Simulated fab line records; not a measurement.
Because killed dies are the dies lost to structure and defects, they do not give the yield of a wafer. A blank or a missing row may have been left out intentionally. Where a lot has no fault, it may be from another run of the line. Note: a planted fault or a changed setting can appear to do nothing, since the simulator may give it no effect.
fab line records	flow n5-finfet
[record] lots = 7	wafers = 39
route steps=1938 shown FIN_CUT@173 DUMMY_GATE@228 SD_EPI_N@278 HKMG_FIN@435 MOL_CONTACT_COAG@538
start-h: hours from the record's first day to the start of the lot's first wafer shown	wait-h: hours since the lot's step before	" as in the row above	L1.1+2: a single row standing in for several wafers	- no value present, or no start provided	* or withheld: withheld	< > ~ a bound
route shown NAME@n: names a module that has steps shown in the file, with the first one's number in the route	usual: mean/standard deviation taken from wafers without a fault	same: alike in all rows	chamber/n: place in a boat	sites: each site's reading	_std_site: how widely they spread, as a standard deviation	_edge_site: mean of outer sites minus mean of inner sites	radius-mm: for every site, how far away it sits from the centre of the wafer	mask NAME#n: copy n	behind: the last tool/chamber to shape the wafer	hold: the reason the lot was held/the length of the hold in hours/how it ended	device: transistor that didn't switch, given as n, p or np	end of line: the same wafers' tests at the end of the route	where a step has no rows: the recipe by itself	killed: dies lost to structure and defects at the first sort, not the wafer's yield	map: dies across one wafer; x = killed, . = not, _ = none there
set.NAME: the setting the step ran with; set.NAME@STEP: the setting that earlier step ran with	model.NAME: the simulator's own value behind a step, which no gauge read
lots whose settings were changed on purpose; a table a step, a row a wafer
[[steps]]
[step N5_FIN_CUT_CUT_ETCH_26]
[recipe] chemistry = CH3F/O2	target = SiNx	target-depth-a = 390	mask-material = SOC	time-s = 55.7	pressure-mtorr = 30	source-w = 395	bias-w = 73	Ar_flow_sccm = 150	CH3F_flow_sccm = 30	O2_flow_sccm = 20	ion-energy-ev = 120
lot.wafer	tool	chamber	start-h	wait-h	set.time-s	model.etch.depth-nm	model.SOC_of_FIN_CUT_COAT_18.thk-nm
L079.1	rie-diel-06	1	57.65	0.0	55.7	38.99	211.6
L079.2	"	2	"	"	55.7	38.47	211.4
L079.3	"	3	"	"	55.7	39.43	211.6
L079.4	"	0	"	"	55.7	38.8	211.8
L079.5	"	0	"	"	55.7	38.78	211.6
L079.6	"	3	"	"	55.7	38.93	211.2
L080.1	rie-diel-01	2	62.40	0.0	43.69	30.83	215
L080.2	"	1	"	"	43.69	29.83	215.6
L080.3	"	3	"	"	55.7	38.91	212.2
L080.4	"	0	"	"	43.69	30.34	215.8
L080.5	"	1	"	"	55.7	38.5	212.4
L080.6	"	0	"	"	55.7	38.49	212.8
L081.1	rie-diel-02	0	69.33	0.0	55.7	38.86	211.4
L081.2	"	2	"	"	55.7	38.42	212
L081.3	"	3	"	"	49.42	34.48	213.6
L081.4	"	1	"	"	49.42	34.43	213
L081.5	"	0	"	"	55.7	39.1	211.4
L081.6	"	1	"	"	49.42	34.37	213.2
L082.1	rie-diel-06	0	77.63	0.0	48.82	33.9	214
L082.2	"	2	"	"	48.82	33.54	214
L082.3	"	1	"	"	55.7	39.18	212
L082.4	"	3	"	"	55.7	39.52	211.4
L082.5	"	3	"	"	55.7	39.46	211.8
L082.6	"	0	"	"	48.82	33.84	214.6
L083.1	rie-diel-06	2	84.08	0.0	47.71	32.93	213.6
L083.2	"	3	"	"	55.7	39.62	210.8
L083.3	"	0	"	"	47.71	32.88	214
L083.4	"	1	"	"	47.71	33.61	213
L083.5	"	2	"	"	55.7	38.39	211.6
L083.6	"	3	"	"	55.7	39.78	210.4
L093.1	rie-diel-02	2	142.76	0.0	55.7	39.28	211.2
L093.2	"	3	"	"	55.7	38.58	212
L093.3	"	0	"	"	55.7	38.52	211.8
L093.4	"	2	"	"	55.7	39.65	211.4
L093.5	"	3	"	"	55.7	38.39	211.4
L093.6	"	0	"	"	55.7	38.46	211.4
L094.2	rie-diel-01	3	149.26	0.0	55.7	39.2	211.6
L094.3	"	0	"	"	55.7	38.65	211.8
L094.6	"	0	"	"	55.7	38.69	211.6
[step N5_DUMMY_GATE_EXPOSE_12]
[recipe] mask-id = GATE	na = 0.33	source-shape = annular	sigma-inner = 0.2	sigma-outer = 0.6	polarization = unpolarized	target-cd-nm = 25	dose-mj = 34
lot.wafer	tool	chamber	start-h	wait-h	mask	set.dose-mj
L079.1+4+5	euv-scanner-01	0	75.82	-	GATE#0	34
L079.2+3+6	"	0	"	"	GATE#0	35.91
L080.1+2+3+4+5+6	euv-scanner-01	0	81.19	-	GATE#0	34
L081.1+4+6	euv-scanner-02	0	87.07	-	GATE#0	34
L081.2+3+5	"	0	"	"	GATE#0	31.73
L082.1+2+4	euv-scanner-02	0	96.56	-	GATE#0	34
L082.3+5+6	"	0	"	"	GATE#0	34.8
L083.1+5+6	euv-scanner-02	0	102.92	-	GATE#0	31.74
L083.2+3+4	"	0	"	"	GATE#0	34
L093.1+2+4	euv-scanner-01	0	161.41	-	GATE#0	31.77
L093.3+5+6	"	0	"	"	GATE#0	34
L094.2+3+6	euv-scanner-01	0	167.83	-	GATE#0	34
[step N5_DUMMY_GATE_PEB_13]
[recipe] peb-temp-c = 100	peb-time-s = 60	resist = CAR-EUV
[step N5_DUMMY_GATE_DEVELOP_14]
[recipe] develop-time-s = 30	developer = TMAH	resist = CAR-EUV	rinse-liquid = surfactant-rinse	dry = air-spin	dev-temp-c = 23
[step N5_DUMMY_GATE_CD_MEAS_15]
[recipe] target-cd-nm = 25.8	landing-energy-ev = 500	detector = se-inlens
[usual] cd-nm = 25.07/0.23
lot.wafer	tool	chamber	start-h	wait-h	set.dose-mj@DUMMY_GATE_EXPOSE_12	cd-nm
L079.1	cd-sem-02	0	75.95	-	34	24.85
L079.2	"	0	"	"	35.91	23.93
L079.3	"	0	"	"	35.91	23.76
L079.4	"	0	"	"	34	25.15
L079.5	"	0	"	"	34	24.90
L079.6	"	0	"	"	35.91	24.29
L080.1	cd-sem-03	0	81.32	-	34	25.03
L080.2	"	0	"	"	34	25.13
L080.3	"	0	"	"	34	25.28
L080.4	"	0	"	"	34	24.86
L080.5	"	0	"	"	34	25.03
L080.6	"	0	"	"	34	25.16
L081.1	cd-sem-03	0	87.19	-	34	25.30
L081.2	"	0	"	"	31.73	26.83
L081.3	"	0	"	"	31.73	26.15
L081.4	"	0	"	"	34	24.59
L081.5	"	0	"	"	31.73	26.19
L081.6	"	0	"	"	34	25.23
L082.1	cd-sem-01	0	96.69	-	34	24.67
L082.2	"	0	"	"	34	24.90
L082.3	"	0	"	"	34.8	24.20
L082.4	"	0	"	"	34	24.98
L082.5	"	0	"	"	34.8	24.60
L082.6	"	0	"	"	34.8	24.69
L083.1	cd-sem-03	0	103.05	-	31.74	26.38
L083.2	"	0	"	"	34	24.89
L083.3	"	0	"	"	34	25.15
L083.4	"	0	"	"	34	25.21
L083.5	"	0	"	"	31.74	26.42
L083.6	"	0	"	"	31.74	26.29
L093.1	cd-sem-01	0	161.53	-	31.77	26.33
L093.2	"	0	"	"	31.77	26.43
L093.3	"	0	"	"	34	24.68
L093.4	"	0	"	"	31.77	26.21
L093.5	"	0	"	"	34	24.96
L093.6	"	0	"	"	34	25.20
L094.2	cd-sem-01	0	167.95	-	34	25.34
L094.3	"	0	"	"	34	25.34
L094.6	"	0	"	"	34	25.66
[step N5_DUMMY_GATE_STRIP_38]
[recipe] chemistry = N2/H2	temp-c = 40	n2-flow-sccm = 200	h2-flow-sccm = 200	rf-frequency-hz = 6e+07
[step N5_DUMMY_GATE_STRIP_39]
[recipe] chemistry = N2/H2	temp-c = 40	n2-flow-sccm = 200	h2-flow-sccm = 200	rf-frequency-hz = 6e+07
[step N5_DUMMY_GATE_TRIM_49]
[recipe] chemistry = O2	resist = SOC	time-s = 29	target-cd-nm = 14	source-power-w = 300	bias-power-w = 0	O2_flow_sccm = 100	temp-c = 20
lot.wafer	tool	chamber	start-h	wait-h	set.dose-mj@DUMMY_GATE_EXPOSE_12	model.DUMMY_GATE.cd-nm
L079.1+4+5	rie-si-03	3,0,2	76.31	0.0	34	14
L079.2	"	1	"	"	35.91	13
L079.3+6	"	2,1	"	"	35.91	13.2
L080.1+2+5+6	rie-si-05	3,2,2,1	81.68	0.0	34	14.4
L080.3	"	1	"	"	34	14.2
L080.4	"	0	"	"	34	14.6
L081.1	rie-si-04	3	87.83	0.0	34	13.8
L081.2+3+5	"	0,2,0	"	"	31.73	15.6
L081.4+6	"	1	"	"	34	14.2
L082.1	rie-si-04	0	97.12	0.0	34	13.8
L082.2+4	"	1,2	"	"	34	14
L082.3	"	3	"	"	34.8	13.4
L082.5	"	0	"	"	34.8	13.6
L082.6	"	3	"	"	34.8	13.2
L083.1	rie-si-05	1	103.40	0.0	31.74	15
L083.2+3	"	0,2	"	"	34	14
L083.4	"	3	"	"	34	14.4
L083.5	"	1	"	"	31.74	15.2
L083.6	"	0	"	"	31.74	15.4
L093.1	rie-si-04	0	161.89	0.0	31.77	15
L093.2+4	"	3,1	"	"	31.77	15.2
L093.3+6	"	1,3	"	"	34	14
L093.5	"	0	"	"	34	13.8
L094.2	rie-si-05	0	168.31	0.0	34	14.2
L094.3	"	2	"	"	34	14.4
L094.6	"	2	"	"	34	14.6
[step N5_DUMMY_GATE_STRIP_40]
[recipe] chemistry = CF4	resist = SiARC	power-w = 300	bias-power-w = 75	pressure-mtorr = 50	cf4-flow-sccm = 150	rf-frequency-hz = 6e+07
[step N5_DUMMY_GATE_CD_MEAS_50]
[recipe] target-cd-nm = 14
[usual] cd-nm = 14.1/0.31
lot.wafer	tool	chamber	start-h	wait-h	set.dose-mj@DUMMY_GATE_EXPOSE_12	cd-nm
L079.1	cd-sem-02	-	76.46	0.0	34	13.5
L079.2	"	-	"	"	35.91	13.3
L079.3	"	-	"	"	35.91	13.0
L079.4	"	-	"	"	34	13.7
L079.5	"	-	"	"	34	14.1
L079.6	"	-	"	"	35.91	12.9
L080.1	cd-sem-03	-	82.09	0.0	34	14.5
L080.2	"	-	"	"	34	14.2
L080.3	"	-	"	"	34	13.7
L080.4	"	-	"	"	34	14.5
L080.5	"	-	"	"	34	14.4
L080.6	"	-	"	"	34	14.0
L081.1	cd-sem-01	-	88.01	0.0	34	13.8
L081.2	"	-	"	"	31.73	15.6
L081.3	"	-	"	"	31.73	15.8
L081.4	"	-	"	"	34	14.3
L081.5	"	-	"	"	31.73	15.5
L081.6	"	-	"	"	34	13.9
L082.1	cd-sem-03	-	97.65	0.0	34	13.7
L082.2	"	-	"	"	34	14.1
L082.3	"	-	"	"	34.8	13.1
L082.4	"	-	"	"	34	14.1
L082.5	"	-	"	"	34.8	13.6
L082.6	"	-	"	"	34.8	13.5
L083.1	cd-sem-02	-	103.55	0.0	31.74	14.6
L083.2	"	-	"	"	34	14.0
L083.3	"	-	"	"	34	13.9
L083.4	"	-	"	"	34	13.9
L083.5	"	-	"	"	31.74	15.5
L083.6	"	-	"	"	31.74	15.6
L093.1	cd-sem-02	-	162.04	0.0	31.77	15.0
L093.2	"	-	"	"	31.77	15.3
L093.3	"	-	"	"	34	14.2
L093.4	"	-	"	"	31.77	15.3
L093.5	"	-	"	"	34	13.6
L093.6	"	-	"	"	34	14.1
L094.2	cd-sem-03	-	168.47	0.0	34	14.3
L094.3	"	-	"	"	34	14.4
L094.6	"	-	"	"	34	14.7
[step N5_DUMMY_GATE_ETCH_44]
[recipe] chemistry = HBr/O2	over-etch-frac = 0.7	target-depth-a = 1275	stop-on = SiO2	ion-energy-ev = 60	bias-w = 20	target = poly-Si	mask-material = SiO2	pressure-mtorr = 20	icp-w = 400	HBr_flow_sccm = 120	O2_flow_sccm = 10
lot.wafer	tool	chamber	start-h	wait-h	set.target-depth-a	set.dose-mj@DUMMY_GATE_EXPOSE_12	model.DUMMY_GATE.cd-nm
L079.1+4+5	rie-si-04	2,1,2	76.85	0.0	1275	34	15.2
L079.2+3	"	3,0	"	"	1275	35.91	14.2
L079.6	"	1	"	"	1275	35.91	14.4
L080.1+2+6	rie-si-03	0,3,1	82.48	0.0	1168	34	15.4
L080.3	"	1	"	"	1275	34	15.2
L080.4	"	2	"	"	1275	34	15.6
L080.5	"	0	"	"	1275	34	15.4
L081.1	rie-si-04	3	88.47	0.0	1375	34	15
L081.2	"	0	"	"	1375	31.73	16.6
L081.3+5	"	2,0	"	"	1275	31.73	16.8
L081.4	"	1	"	"	1275	34	15
L081.6	"	1	"	"	1375	34	15.4
L082.1	rie-si-04	1	98.24	0.0	1275	34	15
L082.2	"	0	"	"	1163	34	14.8
L082.3+5	"	2,1	"	"	1275	34.8	14.6
L082.4	"	3	"	"	1163	34	15.2
L082.6	"	0	"	"	1163	34.8	14.2
L083.1	rie-si-03	1	103.94	0.0	1275	31.74	16
L083.2	"	0	"	"	1275	34	15
L083.3	"	2	"	"	1204	34	15
L083.4	"	3	"	"	1275	34	15.2
L083.5+6	"	0,1	"	"	1204	31.74	16.4
L093.1	rie-si-05	0	162.42	0.0	1275	31.77	16
L093.2	"	3	"	"	1275	31.77	16.4
L093.3+5	"	1	"	"	1275	34	14.8
L093.4	"	0	"	"	1275	31.77	16.2
L093.6	"	3	"	"	1275	34	15
L094.2+3+6	rie-si-04	1,3,0	168.85	0.0	1275	34	15.6
[step N5_DUMMY_GATE_CD_MEAS_24]
[recipe] target-cd-nm = 15
[usual] cd-nm = 15.2/0.33
lot.wafer	tool	chamber	start-h	wait-h	set.dose-mj@DUMMY_GATE_EXPOSE_12	cd-nm
L079.1	cd-sem-03	-	76.96	0.1	34	15.2
L079.2	"	-	"	"	35.91	14.2
L079.3	"	-	"	"	35.91	14.0
L079.4	"	-	"	"	34	15.1
L079.5	"	-	"	"	34	15.0
L079.6	"	-	"	"	35.91	14.2
L080.1	cd-sem-02	-	82.59	0.1	34	15.5
L080.2	"	-	"	"	34	15.5
L080.3	"	-	"	"	34	15.4
L080.4	"	-	"	"	34	15.5
L080.5	"	-	"	"	34	15.6
L080.6	"	-	"	"	34	15.0
L081.1	cd-sem-03	-	88.58	0.1	34	14.9
L081.2	"	-	"	"	31.73	16.4
L081.3	"	-	"	"	31.73	16.7
L081.4	"	-	"	"	34	15.5
L081.5	"	-	"	"	31.73	17.0
L081.6	"	-	"	"	34	15.5
L082.1	cd-sem-01	-	98.35	0.1	34	14.9
L082.2	"	-	"	"	34	14.8
L082.3	"	-	"	"	34.8	14.4
L082.4	"	-	"	"	34	15.2
L082.5	"	-	"	"	34.8	15.0
L082.6	"	-	"	"	34.8	14.6
L083.1	cd-sem-02	-	104.05	0.1	31.74	15.9
L083.2	"	-	"	"	34	15.1
L083.3	"	-	"	"	34	14.9
L083.4	"	-	"	"	34	15.1
L083.5	"	-	"	"	31.74	16.5
L083.6	"	-	"	"	31.74	16.4
L093.1	cd-sem-02	-	162.53	0.1	31.77	16.0
L093.2	"	-	"	"	31.77	16.0
L093.3	"	-	"	"	34	15.0
L093.4	"	-	"	"	31.77	16.2
L093.5	"	-	"	"	34	14.9
L093.6	"	-	"	"	34	14.8
L094.2	cd-sem-03	-	168.96	0.1	34	15.7
L094.3	"	-	"	"	34	15.5
L094.6	"	-	"	"	34	16.3
[step N5_DUMMY_GATE_ETCH_42]
[recipe] chemistry = CHF3/O2	target = SiO2	target-depth-a = 35	time-s = 31	ion-energy-ev = 30	bias-w = 12	pressure-mtorr = 30	source-w = 600	Ar_flow_sccm = 200	CHF3_flow_sccm = 50	O2_flow_sccm = 5
[usual] rf-vpp-V = 42.4/0.84
lot.wafer	tool	chamber	start-h	wait-h	set.bias-w	rf-vpp-V
L079.1	rie-diel-01	1	77.04	0.1	12	43.5
L079.2	"	0	"	"	10.69	39.0
L079.3	"	3	"	"	10.69	39.4
L079.4	"	2	"	"	12	42.5
L079.5	"	2	"	"	10.69	39.2
L079.6	"	3	"	"	12	42.4
L080.1	rie-diel-01	3	82.64	0.0	10.03	37.0
L080.2	"	0	"	"	12	42.7
L080.3	"	1	"	"	12	43.5
L080.4	"	2	"	"	12	41.7
L080.5	"	0	"	"	10.03	37.4
L080.6	"	1	"	"	10.03	37.0
L081.1	rie-diel-02	2	88.63	0.0	12	40.4
L081.2	"	0	"	"	12	42.4
L081.3	"	3	"	"	12	42.4
L081.4	"	1	"	"	12	42.6
L081.5	"	3	"	"	12	42.9
L081.6	"	0	"	"	12	40.8
L082.1	rie-diel-02	1	98.42	0.1	12	42.3
L082.2	"	0	"	"	12	41.8
L082.3	"	3	"	"	12	41.3
L082.4	"	2	"	"	14.06	47.8
L082.5	"	2	"	"	14.06	47.5
L082.6	"	3	"	"	14.06	46.9
L083.1	rie-diel-06	2	104.10	0.0	13.45	45.0
L083.2	"	0	"	"	13.45	45.9
L083.3	"	1	"	"	12	43.6
L083.4	"	3	"	"	12	42.8
L083.5	"	1	"	"	13.45	46.2
L083.6	"	0	"	"	12	41.5
L093.1	rie-diel-01	0	162.58	0.0	12	42.9
L093.2	"	1	"	"	12	40.8
L093.3	"	3	"	"	12	41.7
L093.4	"	2	"	"	12	42.4
L093.5	"	3	"	"	12	42.3
L093.6	"	2	"	"	12	42.5
L094.2	rie-diel-06	1	169.01	0.0	12	43.9
L094.3	"	2	"	"	12	42.0
L094.6	"	1	"	"	12	43.4
[step N5_SD_EPI_N_ETCH_45]
[recipe] chemistry = CH3F/O2	target = SiOCN	target-depth-a = 60	mask-material = SOC	ion-energy-ev = 60	bias-w = 29	pressure-mtorr = 15	source-w = 410	Ar_flow_sccm = 150	CH3F_flow_sccm = 30	O2_flow_sccm = 20
lot.wafer	tool	chamber	start-h	wait-h	set.target-depth-a	model.etch.depth-nm
L079.1	rie-diel-03	1	79.04	0.1	60	6.059
L079.2	"	0	"	"	60	5.947
L079.3	"	2	"	"	60	6.139
L079.4	"	3	"	"	66.81	6.642
L079.5	"	0	"	"	66.81	6.598
L079.6	"	3	"	"	66.81	6.652
L080.1	rie-diel-03	0	84.58	0.1	60	5.922
L080.2	"	3	"	"	65.62	6.574
L080.3	"	2	"	"	65.62	6.651
L080.4	"	1	"	"	60	6.034
L080.5	"	2	"	"	60	6.129
L080.6	"	1	"	"	65.62	6.7
L081.1	rie-diel-05	3	92.76	0.1	60	6.09
L081.2	"	2	"	"	66.15	6.673
L081.3	"	1	"	"	60	5.963
L081.4	"	0	"	"	60	6.098
L081.5	"	1	"	"	66.15	6.567
L081.6	"	0	"	"	66.15	6.717
L082.1	rie-diel-05	1	100.91	0.1	60	6.051
L082.2	"	2	"	"	62.62	6.404
L082.3	"	0	"	"	60	6.082
L082.4	"	3	"	"	60	6.188
L082.5	"	2	"	"	62.62	6.45
L082.6	"	3	"	"	62.62	6.474
L083.1	rie-diel-03	1	106.25	0.1	60	6.074
L083.2	"	2	"	"	60	6.105
L083.3	"	1	"	"	55.88	5.645
L083.4	"	2	"	"	55.88	5.614
L083.5	"	2	"	"	55.88	5.673
L083.6	"	1	"	"	60	5.994
L093.1	rie-diel-05	0	164.61	0.1	60	6.083
L093.2	"	3	"	"	66.62	6.741
L093.3	"	2	"	"	66.62	6.728
L093.4	"	1	"	"	60	5.905
L093.5	"	0	"	"	60	6.064
L093.6	"	1	"	"	66.62	6.58
L094.2	rie-diel-04	2	170.88	0.1	60	5.91
L094.3	"	3	"	"	60	6.048
L094.6	"	0	"	"	60	5.949
[step N5_HKMG_FIN_ETCH_32]
[recipe] chemistry = N2/H2	target = SOC	target-depth-a = 2400	temp-c = 40	time-s = 300	ion-energy-ev = 200	mask-material = SiARC	pressure-mtorr = 30	source-w = 840	bias-w = 150	n2-flow-sccm = 200	h2-flow-sccm = 200
[usual] rf-vpp-V = 525.0/2.1
lot.wafer	tool	chamber	start-h	wait-h	set.bias-w	rf-vpp-V	model.HKMG_FIN.feature-depth-nm	model.etch.depth-nm	model.SiARC_of_HKMG_FIN_COAT_30.thk-nm
L079.1	rie-diel-05	2	105.09	0.0	150	526.6	243.8	243.8	21
L079.2	"	3	"	"	150	521.7	247.8	247.9	21
L079.3	"	0	"	"	164.3	560.3	257.8	257.8	19.2
L079.4	"	1	"	"	164.3	557.4	249	248.9	19.6
L079.5	"	2	"	"	150	525.4	243.4	243.4	20.8
L079.6	"	3	"	"	164.3	552.4	257.6	257.6	19.4
L080.1	rie-diel-05	1	110.67	0.0	150	526.7	238.8	238.8	21.2
L080.2	"	3	"	"	150	521.7	248.8	248.7	21
L080.3	"	0	"	"	125.3	470.5	226.2	226.2	24
L080.4	"	2	"	"	150	524.2	245.6	245.7	20.6
L080.5	"	1	"	"	125.3	469.9	217.8	217.9	24
L080.6	"	2	"	"	125.3	468.3	223	223	23.8
L081.1	rie-diel-04	1	119.04	0.0	131.8	484.5	226.6	226.6	23.4
L081.2	"	3	"	"	131.8	481.9	229.8	229.7	23.2
L081.3	"	0	"	"	131.8	485.5	228	228	23.2
L081.4	"	1	"	"	150	525.1	241.4	241.3	21.2
L081.5	"	3	"	"	150	525.1	244.4	244.3	21
L081.6	"	0	"	"	150	525.9	241	241.1	21
L082.1	rie-diel-03	3	125.35	0.0	150	524.7	237.8	237.8	21.4
L082.2	"	2	"	"	150	529.3	242.8	242.8	21.2
L082.3	"	0	"	"	150	527.1	237.4	237.4	21.2
L082.4	"	1	"	"	150	522.0	242.6	242.7	21.2
L082.5	"	3	"	"	150	524.1	238.6	238.6	21.4
L082.6	"	0	"	"	150	525.8	238.6	238.6	21.2
L083.1	rie-diel-05	2	133.51	0.0	150	525.0	243.4	243.4	20.6
L083.2	"	3	"	"	150	522.7	247.4	247.4	20.8
L083.3	"	1	"	"	150	527.3	240.6	240.7	20.8
L083.4	"	0	"	"	150	529.6	247.2	247.3	20.8
L083.5	"	2	"	"	150	525.1	244.6	244.6	20.6
L083.6	"	3	"	"	150	522.2	248.6	248.6	20.8
L093.1	rie-diel-04	2	189.87	0.0	150	523.0	232.8	232.7	21.6
L093.2	"	1	"	"	150	525.5	240.8	240.7	21.2
L093.3	"	3	"	"	141.6	504.7	234.2	234.2	22.2
L093.4	"	0	"	"	141.6	508.6	234.2	234.2	22
L093.5	"	0	"	"	141.6	507.2	230.8	230.8	22.4
L093.6	"	3	"	"	150	523.7	241.8	241.8	21.2
L094.2	rie-diel-04	0	197.65	0.0	150	525.1	239	239.1	21.2
L094.3	"	1	"	"	150	525.5	241	241	21.2
L094.6	"	3	"	"	150	524.2	241.2	241.1	21.2
[step N5_MOL_CONTACT_COAG_ETCH_110]
[recipe] chemistry = CF4/O2	target = Si	target-depth-a = 25	time-s = 8	pressure-mtorr = 100	source-w = 200	bias-w = 12	ion-energy-ev = 60	Ar_flow_sccm = 100	cf4-flow-sccm = 100	O2_flow_sccm = 10
[usual] rf-vpp-V = 127.7/2
lot.wafer	tool	chamber	start-h	wait-h	set.bias-w	rf-vpp-V	model.etch.depth-nm
L079.1	rie-diel-03	1	117.93	0.1	13.47	137.0	2.654
L079.2	"	2	"	"	12	128.9	2.526
L079.3	"	2	"	"	13.47	140.3	2.641
L079.4	"	1	"	"	13.47	138.9	2.65
L079.5	"	1	"	"	12	124.9	2.555
L079.6	"	2	"	"	12	128.4	2.54
L080.1	rie-diel-04	1	123.11	0.0	12	127.1	2.515
L080.2	"	3	"	"	13.53	140.7	2.655
L080.3	"	0	"	"	13.53	143.1	2.633
L080.4	"	0	"	"	12	130.7	2.512
L080.5	"	3	"	"	13.53	140.3	2.669
L080.6	"	1	"	"	12	126.5	2.508
L081.1	rie-diel-05	0	131.54	0.0	12	127.4	2.563
L081.2	"	2	"	"	12	131.1	2.539
L081.3	"	1	"	"	11.24	124.2	2.431
L081.4	"	3	"	"	12	124.0	2.614
L081.5	"	3	"	"	11.24	117.2	2.537
L081.6	"	2	"	"	11.24	124.3	2.483
L082.1	rie-diel-05	0	137.94	0.0	14.16	146.0	2.768
L082.2	"	1	"	"	14.16	149.2	2.67
L082.3	"	2	"	"	12	129.2	2.544
L082.4	"	3	"	"	12	123.8	2.586
L082.5	"	3	"	"	14.16	143.0	2.797
L082.6	"	2	"	"	12	131.0	2.536
L083.1	rie-diel-03	3	146.83	0.0	13.97	142.6	2.654
L083.2	"	0	"	"	12	128.6	2.496
L083.3	"	1	"	"	12	125.6	2.569
L083.4	"	2	"	"	13.97	145.6	2.718
L083.5	"	1	"	"	12	125.3	2.576
L083.6	"	0	"	"	13.97	147.6	2.697
L093.1	rie-diel-04	3	202.12	0.0	12	127.9	2.516
L093.2	"	2	"	"	12	128.6	2.446
L093.3	"	0	"	"	13.4	141.2	2.62
L093.4	"	0	"	"	13.4	140.5	2.656
L093.5	"	2	"	"	12	127.7	2.459
L093.6	"	3	"	"	13.4	140.1	2.628
L094.2	rie-diel-05	2	210.30	0.0	12	130.2	2.524
L094.3	"	1	"	"	12	129.1	2.449
L094.6	"	3	"	"	12	126.1	2.586
[[key]]
[split] step = N5_FIN_CUT_CUT_ETCH_26	setting = time-s	stated = 55.7	by = wafer
[response] step = N5_FIN_CUT_CUT_ETCH_26	reading = model.etch.depth-nm	change = +0.406	per = 1%	r = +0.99
[response] step = N5_FIN_CUT_CUT_ETCH_26	reading = model.SOC_of_FIN_CUT_COAT_18.thk-nm	change = -0.159	per = 1%	r = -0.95
[split] step = N5_DUMMY_GATE_EXPOSE_12	setting = dose-mj	stated = 34	by = wafer
[response] step = N5_DUMMY_GATE_CD_MEAS_15	reading = cd-nm	change = -0.195	per = 1%	r = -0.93
[response] step = N5_DUMMY_GATE_TRIM_49	reading = model.DUMMY_GATE.cd-nm	change = -0.185	per = 1%	r = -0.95
[response] step = N5_DUMMY_GATE_CD_MEAS_50	reading = cd-nm	change = -0.194	per = 1%	r = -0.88
[response] step = N5_DUMMY_GATE_ETCH_44	reading = model.DUMMY_GATE.cd-nm	change = -0.201	per = 1%	r = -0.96
[response] step = N5_DUMMY_GATE_CD_MEAS_24	reading = cd-nm	change = -0.187	per = 1%	r = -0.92
[split] step = N5_DUMMY_GATE_ETCH_44	setting = target-depth-a	stated = 1275	by = wafer
response none clear
[split] step = N5_DUMMY_GATE_ETCH_42	setting = bias-w	stated = 12	by = wafer
[response] step = N5_DUMMY_GATE_ETCH_42	reading = rf-vpp-V	change = +0.318	per = 1%	r = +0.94
[split] step = N5_SD_EPI_N_ETCH_45	setting = target-depth-a	stated = 60	by = wafer
[response] step = N5_SD_EPI_N_ETCH_45	reading = model.etch.depth-nm	change = +0.0592	per = 1%	r = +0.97
[split] step = N5_HKMG_FIN_ETCH_32	setting = bias-w	stated = 150	by = wafer
[response] step = N5_HKMG_FIN_ETCH_32	reading = rf-vpp-V	change = +3.34	per = 1%	r = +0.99
[response] step = N5_HKMG_FIN_ETCH_32	reading = model.HKMG_FIN.feature-depth-nm	change = +1.22	per = 1%	r = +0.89
[response] step = N5_HKMG_FIN_ETCH_32	reading = model.etch.depth-nm	change = +1.21	per = 1%	r = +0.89
[response] step = N5_HKMG_FIN_ETCH_32	reading = model.SiARC_of_HKMG_FIN_COAT_30.thk-nm	change = -0.177	per = 1%	r = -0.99
[split] step = N5_MOL_CONTACT_COAG_ETCH_110	setting = bias-w	stated = 12	by = wafer
[response] step = N5_MOL_CONTACT_COAG_ETCH_110	reading = rf-vpp-V	change = +1.04	per = 1%	r = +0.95
[response] step = N5_MOL_CONTACT_COAG_ETCH_110	reading = model.etch.depth-nm	change = +0.0104	per = 1%	r = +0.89
